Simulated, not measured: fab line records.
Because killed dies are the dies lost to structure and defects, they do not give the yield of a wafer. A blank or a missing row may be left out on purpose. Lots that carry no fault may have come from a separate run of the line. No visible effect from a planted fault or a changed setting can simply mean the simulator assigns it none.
Split-lot trial / flow n5 finfet / 21 wafers read from 7 lots, route of 1938 steps

ABOUT THE SPLIT
At N5_BEOL_M0_SAQP_SPACER1_ALD_98 (deposits SiO2, target thk 12.8 nm, pulse time 1 s, purge time 2 s), the setting ald cycles was moved away from the recipe's 138 on 4 of the 21 wafers read, by -12.3% to +8.0%. The other wafers ran this setting at the recipe's value.

FROM THE SPLIT TO THE READING: what the file shows between them, 2 steps
- N5_BEOL_M0_SAQP_SPACER1_ETCHBACK_99: etches SiO2 in CHF3/O2, target depth 15.4 nm, time 7.7 s
- N5_BEOL_M0_SAQP_MANDREL1_REMOVE_100: chemistry HBr/Cl2/O2, target a-Si, stops on SiNx, bt time 10 s

THE READING
cd nm at N5_BEOL_M0_SAQP_CD_MEAS_25, given in nm (cd target 13.1 nm). Fault-free wafers of this fab line usually give 12.83 nm, standard deviation 0.23 nm.

wafer=L077.2; tool, chamber at the split=ald sin-01, 1; ald cycles as run=149; against the recipe=+8.0%; cd nm, nm=14.15; against lot-mates on the recipe=+1.31
wafer=L077.3; tool, chamber at the split=ald sin-01, 2; ald cycles as run=138; against the recipe=recipe; cd nm, nm=13.06; against lot-mates on the recipe=-
wafer=L077.4; tool, chamber at the split=ald sin-01, 0; ald cycles as run=138; against the recipe=recipe; cd nm, nm=12.62; against lot-mates on the recipe=-
wafer=L080.2; tool, chamber at the split=ald sin-04, 3; ald cycles as run=147; against the recipe=+6.5%; cd nm, nm=13.60; against lot-mates on the recipe=+1.02
wafer=L080.4; tool, chamber at the split=ald sin-04, 0; ald cycles as run=138; against the recipe=recipe; cd nm, nm=12.52; against lot-mates on the recipe=-
wafer=L080.5; tool, chamber at the split=ald sin-04, 3; ald cycles as run=138; against the recipe=recipe; cd nm, nm=12.64; against lot-mates on the recipe=-
wafer=L084.1; tool, chamber at the split=ald sin-01, 2; ald cycles as run=138; against the recipe=recipe; cd nm, nm=12.97; against lot-mates on the recipe=-
wafer=L084.2; tool, chamber at the split=ald sin-01, 3,0; ald cycles as run=138; against the recipe=recipe; cd nm, nm=12.85; against lot-mates on the recipe=-
wafer=L084.4; tool, chamber at the split=ald sin-01, 3,0; ald cycles as run=138; against the recipe=recipe; cd nm, nm=12.91; against lot-mates on the recipe=-
wafer=L085.2; tool, chamber at the split=ald sin-03, 0,3; ald cycles as run=138; against the recipe=recipe; cd nm, nm=12.85; against lot-mates on the recipe=-
wafer=L085.4; tool, chamber at the split=ald sin-03, 0,3; ald cycles as run=138; against the recipe=recipe; cd nm, nm=13.01; against lot-mates on the recipe=-
wafer=L085.5; tool, chamber at the split=ald sin-03, 3; ald cycles as run=121; against the recipe=-12.3%; cd nm, nm=11.24; against lot-mates on the recipe=-1.69
wafer=L087.2; tool, chamber at the split=ald sin-04, 0,3,1; ald cycles as run=138; against the recipe=recipe; cd nm, nm=12.81; against lot-mates on the recipe=-
wafer=L087.3; tool, chamber at the split=ald sin-04, 0,3,1; ald cycles as run=138; against the recipe=recipe; cd nm, nm=12.19; against lot-mates on the recipe=-
wafer=L087.5; tool, chamber at the split=ald sin-04, 0,3,1; ald cycles as run=138; against the recipe=recipe; cd nm, nm=12.60; against lot-mates on the recipe=-
wafer=L090.2; tool, chamber at the split=ald sin-01, 1,0,3; ald cycles as run=138; against the recipe=recipe; cd nm, nm=13.04; against lot-mates on the recipe=-
wafer=L090.3; tool, chamber at the split=ald sin-01, 1,0,3; ald cycles as run=138; against the recipe=recipe; cd nm, nm=13.17; against lot-mates on the recipe=-
wafer=L090.5; tool, chamber at the split=ald sin-01, 1,0,3; ald cycles as run=138; against the recipe=recipe; cd nm, nm=12.78; against lot-mates on the recipe=-
wafer=L091.1; tool, chamber at the split=ald sin-04, 1; ald cycles as run=147; against the recipe=+6.5%; cd nm, nm=13.46; against lot-mates on the recipe=+0.75
wafer=L091.4; tool, chamber at the split=ald sin-04, 2; ald cycles as run=138; against the recipe=recipe; cd nm, nm=12.74; against lot-mates on the recipe=-
wafer=L091.6; tool, chamber at the split=ald sin-04, 2; ald cycles as run=138; against the recipe=recipe; cd nm, nm=12.68; against lot-mates on the recipe=-
Where a row lists several chambers, the file gives one row for several wafers and doesn't say which wafer went through which chamber.

FIT RESULTS
A straight line over all 21 wafers: cd nm changes by +0.132 nm for each +1% of ald cycles; r = +0.91; the points scatter about the line by 0.24 nm.
The same after taking each lot's own level away (the mean of its wafers on the recipe; 21 wafers): +0.142 nm for each +1%; r = +0.96; scatter 0.16 nm.
The reading moves by 1.8 nm for the largest change in ald cycles, on that fit.
The span of the lots' own levels, 12.533 to 12.997 nm, comes to 2.0 times the standard deviation stated above.
Hence the lot-to-lot level has little effect on the slope; both slopes agree.
Check: for one of the wafers moved furthest among these (-12.3%), held out of the fit, the line's prediction against its lot-mates is -1.83 nm. Against them it came out at -1.69 nm.

OTHER SPLITS ON THESE WAFERS
These wafers also went through other splits before the reading. Each is held against what the fit with the lots' levels taken away leaves over:
other split on the same wafers=N5_MOL_CONTACT_COAG_ETCH_110 bias w; wafers away from the commonest value=7; r with cd nm (lot level and that fit taken away)=+0.19
other split on the same wafers=N5_MOL_CONTACT_COAG_COAT_64 spin rpm; wafers away from the commonest value=12; r with cd nm (lot level and that fit taken away)=-0.23
other split on the same wafers=N5_MOL_CONTACT_COAG_COAT_34 spin rpm; wafers away from the commonest value=9; r with cd nm (lot level and that fit taken away)=+0.19

THE WHOLE CHAIN: every reading that the file lists as answering this split, in the file's order
step=N5_BEOL_M0_SAQP_SPACER1_ALD_98; what it does=deposits SiO2, target thk 12.8 nm, pulse time 1 s, purge time 2 s; reading=SiO2_of_BEOL_M0_SAQP_SPACER1_ALD_98.thk nm (the simulator's own value, which no gauge read); change (the file's fit)=+0.127 nm for each +1% of the setting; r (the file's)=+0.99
step=N5_BEOL_M0_SAQP_MANDREL1_REMOVE_100; what it does=chemistry HBr/Cl2/O2, target a-Si, stops on SiNx, bt time 10 s; reading=BEOL_M0_SAQP.cd nm (the simulator's own value, which no gauge read); change (the file's fit)=+0.13 nm for each +1% of the setting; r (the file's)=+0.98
step=N5_BEOL_M0_SAQP_MANDREL1_REMOVE_100; what it does=chemistry HBr/Cl2/O2, target a-Si, stops on SiNx, bt time 10 s; reading=SiO2_of_BEOL_M0_SAQP_SPACER1_ALD_98.thk nm (the simulator's own value, which no gauge read); change (the file's fit)=+0.125 nm for each +1% of the setting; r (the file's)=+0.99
step=N5_BEOL_M0_SAQP_CD_MEAS_25; what it does=target cd 13.1 nm; reading=cd nm; change (the file's fit)=+0.143 nm for each +1% of the setting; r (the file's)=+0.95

FILE'S OWN FIT
cd nm changes by +0.143 nm for each +1% of ald cycles, r = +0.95.
